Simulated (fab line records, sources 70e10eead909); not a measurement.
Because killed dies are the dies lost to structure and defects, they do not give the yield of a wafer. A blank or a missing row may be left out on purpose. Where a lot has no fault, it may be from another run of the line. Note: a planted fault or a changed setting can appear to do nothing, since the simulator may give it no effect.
Which of the tools did it? / flow nand_harc / Sampling: 11 lots, 33 wafers, 6 of 1302 route steps

## WHAT EACH GAUGE READ, for each wafer
NHARC_A_BONDPAD_OVL_MEAS_35.
lot=L893; measured=day 23 09:58; on=overlay-02; overlay_x_nm (nm)=-5 -4 -5; overlay_y_nm (nm)=4 4 3
lot=L894; measured=day 23 12:38; on=overlay-01; overlay_x_nm (nm)=12 11 12; overlay_y_nm (nm)=-1 -1 -2
lot=L898; measured=day 25 14:17; on=overlay-02; overlay_x_nm (nm)=2 2 3; overlay_y_nm (nm)=-1 -1 -1
lot=L901; measured=day 26 23:43; on=overlay-01; overlay_x_nm (nm)=6 6 6; overlay_y_nm (nm)=-15 -15 -15
lot=L904; measured=day 28 03:48; on=overlay-01; overlay_x_nm (nm)=1 1 1; overlay_y_nm (nm)=7 8 7
lot=L905; measured=day 28 08:08; on=overlay-01; overlay_x_nm (nm)=4 4 4; overlay_y_nm (nm)=-6 -6 -6
lot=L906; measured=day 28 10:34; on=overlay-01; overlay_x_nm (nm)=6 6 6; overlay_y_nm (nm)=-7 -7 -7
lot=L907; measured=day 29 06:05; on=overlay-02; overlay_x_nm (nm)=-5 -5 -5; overlay_y_nm (nm)=-4 -4 -4
lot=L908; measured=day 29 11:59; on=overlay-01; overlay_x_nm (nm)=-7 -7 -7; overlay_y_nm (nm)=-3 -3 -3
lot=L910; measured=day 30 14:15; on=overlay-02; overlay_x_nm (nm)=5 5 5; overlay_y_nm (nm)=5 5 5
lot=L912; measured=day 30 18:49; on=overlay-01; overlay_x_nm (nm)=1 1 1; overlay_y_nm (nm)=-12 -12 -12

NHARC_A_BONDPAD_THK_MEAS_20: measures by xrf.
lot=L893; measured=day 23 12:29; on=film_metro-01; thk_nm (nm)=169.0 170.8 171.6
lot=L894; measured=day 23 15:16; on=film_metro-01; thk_nm (nm)=167.8 170.0 167.6
lot=L898; measured=day 25 16:50; on=film_metro-01; thk_nm (nm)=165.7 170.8 167.5
lot=L901; measured=day 27 02:11; on=film_metro-01; thk_nm (nm)=169.4 171.4 167.2
lot=L904; measured=day 28 06:24; on=film_metro-01; thk_nm (nm)=30.1 28.0 30.5
lot=L905; measured=day 28 11:03; on=film_metro-01; thk_nm (nm)=31.1 28.8 28.4
lot=L906; measured=day 28 13:02; on=film_metro-01; thk_nm (nm)=169.6 168.8 167.8
lot=L907; measured=day 29 08:33; on=film_metro-01; thk_nm (nm)=169.3 168.9 165.3
lot=L908; measured=day 29 14:30; on=film_metro-02; thk_nm (nm)=170.5 171.6 170.5
lot=L910; measured=day 30 16:44; on=film_metro-02; thk_nm (nm)=171.2 171.8 172.1
lot=L912; measured=day 30 21:34; on=film_metro-01; thk_nm (nm)=173.1 172.0 171.2

NHARC_END_SORT_01.
lot=L894; measured=day 24 15:41; on=prober-02; defect_limited_yield (%)=86.0 88.3 86.0; killed_at_array=93 78 93; killed_at_other=0 0 0; killed_at_periphery=2 1 2; killed_dies=95 79 95; killed_open=8 0 1; killed_short=2 1 3; sort_bin_2_pct (%)=4.7 5.0 4.7; sort_bin_3_pct (%)=1.2 1.0 1.9; sort_bin_4_pct (%)=8.1 5.6 7.4; sort_n_pass=582 598 582; sort_rim_yield_pct (%)=83 99 90; sort_yield_pct (%)=86.0 88.3 86.0
lot=L898; measured=day 26 23:19; on=prober-02; defect_limited_yield (%)=88.8 89.5 85.5; killed_at_array=74 70 96; killed_at_other=1 0 0; killed_at_periphery=1 1 2; killed_dies=76 71 98; killed_open=2 1 3; killed_short=2 4 6; sort_bin_2_pct (%)=4.1 3.2 5.8; sort_bin_3_pct (%)=0.7 0.6 1.0; sort_bin_4_pct (%)=6.4 6.6 7.7; sort_n_pass=601 606 579; sort_rim_yield_pct (%)=89 88 89; sort_yield_pct (%)=88.8 89.5 85.5
lot=L901; measured=day 28 11:28; on=prober-02; defect_limited_yield (%)=89.5 90.8 92.6; killed_at_array=70 60 47; killed_at_other=0 0 0; killed_at_periphery=1 2 3; killed_dies=71 62 50; killed_open=2 1 1; killed_short=2 3 1; sort_bin_2_pct (%)=3.7 2.8 3.4; sort_bin_3_pct (%)=0.4 0.6 0.3; sort_bin_4_pct (%)=6.4 5.8 3.7; sort_n_pass=606 615 627; sort_rim_yield_pct (%)=96 84 97; sort_yield_pct (%)=89.5 90.8 92.6
lot=L904; measured=day 29 12:46; on=prober-02; defect_limited_yield (%)=0 0 0; killed_at_array=672 674 675; killed_at_other=2 1 1; killed_at_periphery=3 2 1; killed_dies=677 677 677; killed_open=2 5 3; killed_short=3 8 2; sort_bin_2_pct (%)=95.0 95.0 96.0; sort_bin_3_pct (%)=0.7 0.3 0.4; sort_bin_4_pct (%)=4.3 4.7 3.5; sort_n_pass=0 0 0; sort_rim_yield_pct (%)=0 0 0; sort_yield_pct (%)=0 0 0
lot=L905; measured=day 29 19:25; on=prober-01; defect_limited_yield (%)=0 0 0; killed_at_array=673 669 674; killed_at_other=0 0 0; killed_at_periphery=4 8 3; killed_dies=677 677 677; killed_open=5 3 5; killed_short=3 4 3; sort_bin_2_pct (%)=94.1 94.5 94.8; sort_bin_3_pct (%)=0.4 0.3 0.3; sort_bin_4_pct (%)=5.5 5.2 4.9; sort_n_pass=0 0 0; sort_rim_yield_pct (%)=0 0 0; sort_yield_pct (%)=0 0 0

## TOOL THAT RAN EACH LOT (tool first, then ch and the chambers of the sampled wafers, then the start)
lot=L893; NHARC_A_BONDPAD_ETCH_34=rie_diel-12 ch 0,2, day 23 10:11; NHARC_A_BONDPAD_ECD_18=ecd_cu-01 ch 0,1, day 23 11:26; NHARC_A_BONDPAD_ANNEAL_28=rtp_anneal-02 ch 0, day 23 11:48
lot=L894; NHARC_A_BONDPAD_ETCH_34=rie_diel-12 ch 2,3, day 23 13:01; NHARC_A_BONDPAD_ECD_18=ecd_cu-01 ch 1, day 23 14:16; NHARC_A_BONDPAD_ANNEAL_28=rtp_anneal-02 ch 0, day 23 14:35
lot=L898; NHARC_A_BONDPAD_ETCH_34=rie_diel-13 ch 2,3, day 25 14:31; NHARC_A_BONDPAD_ECD_18=ecd_cu-01 ch 0,1, day 25 15:53; NHARC_A_BONDPAD_ANNEAL_28=rtp_anneal-02 ch 0, day 25 16:19
lot=L901; NHARC_A_BONDPAD_ETCH_34=rie_diel-05 ch 1,2,3, day 26 23:56; NHARC_A_BONDPAD_ECD_18=ecd_cu-01 ch 0,1, day 27 01:14; NHARC_A_BONDPAD_ANNEAL_28=rtp_anneal-02 ch 0, day 27 01:37
lot=L904; NHARC_A_BONDPAD_ETCH_34=rie_diel-05 ch 1,2, day 28 04:01; NHARC_A_BONDPAD_ECD_18=ecd_cu-01 ch 0,1, day 28 05:21; NHARC_A_BONDPAD_ANNEAL_28=rtp_anneal-02 ch 0, day 28 05:44
lot=L905; NHARC_A_BONDPAD_ETCH_34=rie_diel-13 ch 0,1,2, day 28 08:21; NHARC_A_BONDPAD_ECD_18=ecd_cu-02 ch 0,1, day 28 10:04; NHARC_A_BONDPAD_ANNEAL_28=rtp_anneal-01 ch 0, day 28 10:23
lot=L906; NHARC_A_BONDPAD_ETCH_34=rie_diel-05 ch 0,1,2, day 28 10:47; NHARC_A_BONDPAD_ECD_18=ecd_cu-02 ch 0,1, day 28 11:59; NHARC_A_BONDPAD_ANNEAL_28=rtp_anneal-01 ch 0, day 28 12:22
lot=L907; NHARC_A_BONDPAD_ETCH_34=rie_diel-13 ch 0,2,3, day 29 06:17; NHARC_A_BONDPAD_ECD_18=ecd_cu-01 ch 0,1, day 29 07:34; NHARC_A_BONDPAD_ANNEAL_28=rtp_anneal-02 ch 0, day 29 07:56
lot=L908; NHARC_A_BONDPAD_ETCH_34=rie_diel-05 ch 0,3, day 29 12:11; NHARC_A_BONDPAD_ECD_18=ecd_cu-01 ch 0,1, day 29 13:35; NHARC_A_BONDPAD_ANNEAL_28=rtp_anneal-02 ch 0, day 29 13:55
lot=L910; NHARC_A_BONDPAD_ETCH_34=rie_diel-05 ch 2,3, day 30 14:28; NHARC_A_BONDPAD_ECD_18=ecd_cu-02 ch 0, day 30 15:42; NHARC_A_BONDPAD_ANNEAL_28=rtp_anneal-02 ch 0, day 30 16:07
lot=L912; NHARC_A_BONDPAD_ETCH_34=rie_diel-13 ch 1,2,3, day 30 19:19; NHARC_A_BONDPAD_ECD_18=ecd_cu-02 ch 0,1, day 30 20:31; NHARC_A_BONDPAD_ANNEAL_28=rtp_anneal-02 ch 0, day 30 20:54
- NHARC_A_BONDPAD_ETCH_34: etches the open film in N2/H2, target depth 60 nm, overetch 18 nm, time 65.91 s.
- NHARC_A_BONDPAD_ECD_18: material Cu, target thk 400 nm.
- NHARC_A_BONDPAD_ANNEAL_28: time 90 s.

## AS READ BY THE TOOLS THEMSELVES (means over the sampled wafers that have a number; for cases with no such wafer, the mark the record gives instead)
NHARC_A_BONDPAD_ETCH_34.
lot=L893; tool=rie_diel-12; drypump_motor_current_A (A)=5.9; oes_product_au (a.u.)=0.991; rf_vpp_V (V)=433.6; showerhead_plenum_p_Torr (Torr)=2.14; throttle_valve_pct (%)=14.170
lot=L894; tool=rie_diel-12; drypump_motor_current_A (A)=5.7; oes_product_au (a.u.)=0.995; rf_vpp_V (V)=433.2; showerhead_plenum_p_Torr (Torr)=2.13; throttle_valve_pct (%)=14.175
lot=L898; tool=rie_diel-13; drypump_motor_current_A (A)=5.8; oes_product_au (a.u.)=1.005; rf_vpp_V (V)=428.2; showerhead_plenum_p_Torr (Torr)=1.94; throttle_valve_pct (%)=14.163
lot=L901; tool=rie_diel-05; drypump_motor_current_A (A)=6.1; oes_product_au (a.u.)=1.005; rf_vpp_V (V)=432.3; showerhead_plenum_p_Torr (Torr)=2.08; throttle_valve_pct (%)=14.161
lot=L904; tool=rie_diel-05; drypump_motor_current_A (A)=6.0; oes_product_au (a.u.)=1.018; rf_vpp_V (V)=430.0; showerhead_plenum_p_Torr (Torr)=2.02; throttle_valve_pct (%)=14.186
lot=L905; tool=rie_diel-13; drypump_motor_current_A (A)=5.9; oes_product_au (a.u.)=1.006; rf_vpp_V (V)=426.8; showerhead_plenum_p_Torr (Torr)=1.90; throttle_valve_pct (%)=14.177
lot=L906; tool=rie_diel-05; drypump_motor_current_A (A)=5.9; oes_product_au (a.u.)=1.020; rf_vpp_V (V)=429.3; showerhead_plenum_p_Torr (Torr)=1.99; throttle_valve_pct (%)=14.168
lot=L907; tool=rie_diel-13; drypump_motor_current_A (A)=5.6; oes_product_au (a.u.)=1.004; rf_vpp_V (V)=426.0; showerhead_plenum_p_Torr (Torr)=1.92; throttle_valve_pct (%)=14.163
lot=L908; tool=rie_diel-05; drypump_motor_current_A (A)=5.9; oes_product_au (a.u.)=1.005; rf_vpp_V (V)=431.7; showerhead_plenum_p_Torr (Torr)=2.11; throttle_valve_pct (%)=14.180
lot=L910; tool=rie_diel-05; drypump_motor_current_A (A)=6.1; oes_product_au (a.u.)=1.012; rf_vpp_V (V)=431.7; showerhead_plenum_p_Torr (Torr)=2.07; throttle_valve_pct (%)=14.179
lot=L912; tool=rie_diel-13; drypump_motor_current_A (A)=6.0; oes_product_au (a.u.)=0.997; rf_vpp_V (V)=430.1; showerhead_plenum_p_Torr (Torr)=2.03; throttle_valve_pct (%)=14.164

NHARC_A_BONDPAD_ECD_18.
lot=L893; tool=ecd_cu-01; bath_heat_duty_pct (%)=5.9; bath_temp_c (C)=24.92
lot=L894; tool=ecd_cu-01; bath_heat_duty_pct (%)=5.7; bath_temp_c (C)=24.98
lot=L898; tool=ecd_cu-01; bath_heat_duty_pct (%)=7.4; bath_temp_c (C)=25.02
lot=L901; tool=ecd_cu-01; bath_heat_duty_pct (%)=6.3; bath_temp_c (C)=24.93
lot=L904; tool=ecd_cu-01; bath_heat_duty_pct (%)=-; bath_temp_c (C)=-
lot=L905; tool=ecd_cu-02; bath_heat_duty_pct (%)=-; bath_temp_c (C)=-
lot=L906; tool=ecd_cu-02; bath_heat_duty_pct (%)=5.4; bath_temp_c (C)=24.92
lot=L907; tool=ecd_cu-01; bath_heat_duty_pct (%)=6.4; bath_temp_c (C)=25.04
lot=L908; tool=ecd_cu-01; bath_heat_duty_pct (%)=6.8; bath_temp_c (C)=25.06
lot=L910; tool=ecd_cu-02; bath_heat_duty_pct (%)=5.7; bath_temp_c (C)=25.21
lot=L912; tool=ecd_cu-02; bath_heat_duty_pct (%)=5.6; bath_temp_c (C)=24.98

NHARC_A_BONDPAD_ANNEAL_28.
lot=L893 tool=rtp_anneal-02 wafer_temp_C_max=226.0
lot=L894 tool=rtp_anneal-02 wafer_temp_C_max=225.8
lot=L898 tool=rtp_anneal-02 wafer_temp_C_max=225.7
lot=L901 tool=rtp_anneal-02 wafer_temp_C_max=226.3
lot=L904 tool=rtp_anneal-02 wafer_temp_C_max=225.7
lot=L905 tool=rtp_anneal-01 wafer_temp_C_max=226.9
lot=L906 tool=rtp_anneal-01 wafer_temp_C_max=226.7
lot=L907 tool=rtp_anneal-02 wafer_temp_C_max=226.0
lot=L908 tool=rtp_anneal-02 wafer_temp_C_max=226.0
lot=L910 tool=rtp_anneal-02 wafer_temp_C_max=226.1
lot=L912 tool=rtp_anneal-02 wafer_temp_C_max=226.5

## THE ANSWER, worked out from the rows above alone
Rule: the usual values come from the lots themselves. Put in order of their means at a reading, lots are off if they are a third of the lots or fewer, leave a main group of 4 or more, and stand apart from it by a gap of 3 or more times the standard deviation of the main group's means; of several such gaps the widest counts. The tables above print the reading to a certain number of digits; a main group whose means all agree to those digits is not used. Also off: a lot with no number at a reading for which 4 or more lots have one. Any other lot the step has rows for is counted as sound. First the gauges in route order, then the tools' own readings, where a lot's mean is used as printed above. The first step at which some lot is off is used, and at that step the reading that is off furthest; a lot without a number counts as furthest.
Off: L904, L905 (NHARC_A_BONDPAD_THK_MEAS_20, thk_nm). The main group: mean 169.7 nm, standard deviation 1.5.
If a tool, at a process step before that reading, ran all the lots that are off and no sound lot after the first of them, it fits. The gauges at NHARC_A_BONDPAD_THK_MEAS_20 aren't tried: what is off there is off at NHARC_A_BONDPAD_ECD_18 too, on other tools, and a gauge's error can't cause that. Of those tried, none fits.

## WHAT THE SIMULATOR HAD PUT IN
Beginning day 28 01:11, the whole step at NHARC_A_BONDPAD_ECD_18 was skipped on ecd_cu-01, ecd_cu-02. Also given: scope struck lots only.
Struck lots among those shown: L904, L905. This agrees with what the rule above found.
